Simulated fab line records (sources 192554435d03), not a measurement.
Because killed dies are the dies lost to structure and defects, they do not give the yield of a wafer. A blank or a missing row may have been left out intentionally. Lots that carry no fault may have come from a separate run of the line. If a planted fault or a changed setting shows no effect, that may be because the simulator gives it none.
Matching of chambers	flow n5-finfet	4 sister chambers for N5_BEOL_M5_ALD_86 on ald-metal-03
The step deposits TaN, pulse time 2 s, purge time 3 s, co reactant purge time 2 s. 4 wafers are shown with their chamber, then 12 later ones without.

== EACH WAFER AND ITS CHAMBER ==
wafer	chamber	heater-power-w (W)
L077.2	3	374
L078.5	1	408
L085.2	2	510
L085.5	0	388

== WAFERS WITH NO CHAMBER GIVEN ==
wafer	heater-power-w (W)
L086.2	368
L086.3	403
L086.6	506
L090.2	399
L090.3	381
L090.5	370
L089.2	369
L089.3	520
L089.6	358
L096.1	524
L096.2	389
L096.4	413

== EACH ONE'S CHAMBER ==
wafer	from the rows above	in truth
L086.2	can't be placed: 3 or 0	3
L086.3	can't be placed: 1 or 0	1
L086.6	2	2
L090.2	can't be placed: 1 or 0 or 3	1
L090.3	can't be placed: 0 or 3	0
L090.5	can't be placed: 3 or 0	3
L089.2	can't be placed: 3 or 0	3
L089.3	2	2
L089.6	can't be placed: 3 or 0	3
L096.1	2	2
L096.2	can't be placed: 0 or 3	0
L096.4	1	1
Placed correctly: 4 of 12. Unplaceable from these rows: 8, with the true chamber sitting among the candidates in 8. Number placed wrongly: 0.
How it was worked out, from the rows above alone: a wafer's distance from a chamber is the root of the sum, over the readings, of the square of ((its reading less the chamber's mean) divided by the reading's scatter). If the next closest chamber is less than 2 further off than the closest, the wafer can't be placed; otherwise it belongs to the closest. The mean given for a chamber averages the wafers shown for that chamber. The scatter: root of mean squared gap, hidden wafer to nearest shown wafer, with one shown wafer a chamber.
